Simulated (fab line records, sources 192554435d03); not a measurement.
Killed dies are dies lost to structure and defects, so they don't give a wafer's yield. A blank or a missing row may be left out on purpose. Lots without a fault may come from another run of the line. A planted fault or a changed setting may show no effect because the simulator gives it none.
A struck lot beside a sound one | flow n5_finfet | 17 steps out of a route of 1938
Sound: wafers L858.2, L858.3, L858.4. Struck: wafer L863.6. (L863.2, L863.3 of the same lot were not struck and are left out.) The cause comes at the end.
At each step with rows: each side's tool, then ch and its chambers, then its first start. Under that, the readings that differ: sound wafers | struck wafers | difference of the means | sigmas: that difference in standard deviations of wafers without a fault.
alike: readings whose means differ by less than 2 such deviations, and words and numbers that are the same on both sides. not compared: withheld readings, readings that some wafer has no value for, bounds like >300 that may hide the same value, and numbers for which the record gives no deviation and whose values overlap.
The two part at a step that has a row with sigmas, a row that says differs or no value, or rows on one side only. Numbers that don't overlap but have no deviation are shown without sigmas and don't part them. A reading that every wafer of one side lacks parts them only if that side has two wafers or more.

N5_FIN_SAQP_THK_MEAS_05:
  sound on film_metro-01, day 2 14:45; struck on film_metro-01, day 3 20:34
  alike: thk_nm
N5_FIN_SAQP_PECVD_47: deposits a-Si from SiH4/He, target thk 45 nm, time 36.3 s.
  sound on pecvd-01 ch 0,2, day 2 14:47; struck on pecvd-03 ch 1, day 3 20:37
  alike: heater_power_w, rf_fwd_power_W, showerhead_plenum_p_Torr, throttle_valve_pct
N5_FIN_SAQP_PECVD_48: deposits SiNx from SiH4/NH3/N2, target thk 25 nm, time 22.1 s.
  sound on pecvd-01 ch 0,2, day 2 14:50; struck on pecvd-03 ch 1, day 3 20:39
  alike: heater_power_w, rf_fwd_power_W, showerhead_plenum_p_Torr, throttle_valve_pct
N5_FIN_SAQP_PECVD_06: deposits a-Si from SiH4/He, target thk 60 nm, time 48.1 s.
  sound on pecvd-01 ch 0,2, day 2 14:52; struck on pecvd-03 ch 1, day 3 20:41
  alike: heater_power_w, rf_fwd_power_W, showerhead_plenum_p_Torr, throttle_valve_pct
N5_FIN_SAQP_THK_MEAS_07:
  sound on film_metro-02, day 2 14:58; struck on film_metro-01, day 3 20:47
  alike: thk_nm
N5_FIN_SAQP_HM_DEP_72: deposits SiO2 from SiH4/N2O, target thk 12 nm, time 7.2 s.
  sound on pecvd-04 ch 0,2, day 2 15:00; struck on pecvd-03 ch 1, day 3 20:49
  alike: heater_power_w, rf_fwd_power_W, showerhead_plenum_p_Torr
then, 6 steps without rows for these wafers: N5_FIN_SAQP_COAT_49 (time 60 s, resist thk 100 nm); N5_FIN_SAQP_COAT_50 (time 60 s, resist thk 35 nm); N5_FIN_SAQP_COAT_10 (resist thk 90 nm); N5_FIN_SAQP_EBR_12; N5_FIN_SAQP_SOFTBAKE_11 (time 60 s); N5_FIN_SAQP_EXPOSE_13 (exposes mask FIN CORE, target cd 35.6 nm).
N5_FIN_SAQP_PEB_14: peb time 60 s.
  sound on litho_track-04 ch 0, day 2 15:23; struck on litho_track-04 ch 0, day 3 21:11
then, 1 step without rows for these wafers: N5_FIN_SAQP_DEVELOP_15 (develop time 30 s).
N5_FIN_SAQP_CD_MEAS_16: target cd 35.6 nm.
  sound on cd_sem-03 ch 0, day 2 15:27; struck on cd_sem-02 ch 0, day 3 21:16
  reading    | sound             | struck | difference | sigmas
  cd_nm (nm) | 35.68 35.75 35.50 | 32.76  | -2.88      | -11
N5_FIN_SAQP_OVL_MEAS_17:
  sound on overlay-01 ch 0, day 2 15:29; struck on overlay-02 ch 0, day 3 21:18
  alike: FIN_CORE_OVL
-- the record jumps here: 7 days lie between the struck wafers' starts before and after (it left off in module FIN_SAQP and takes up again in module BEOL_M4, whose first step shown is number 1111 of the route) --
N5_BEOL_M4_RC_MEAS_101:
  sound on prober-01 ch 0, day 9 08:19; struck on prober-01 ch 0, day 10 19:16
  reading       | sound          | struck | difference | sigmas
  SS_N (mV/dec) | 71.8 72.0 72.3 | 70.8   | -1.2       | -2
  alike: DIBL_N, DIBL_P, IOFF_N, IOFF_P, ION_N, ION_P, SS_P, VT_N, VT_P

WHERE THEY PART
First at N5_FIN_SAQP_CD_MEAS_16; last, within this record, at N5_BEOL_M4_RC_MEAS_101.

WHY: what the simulator had put in
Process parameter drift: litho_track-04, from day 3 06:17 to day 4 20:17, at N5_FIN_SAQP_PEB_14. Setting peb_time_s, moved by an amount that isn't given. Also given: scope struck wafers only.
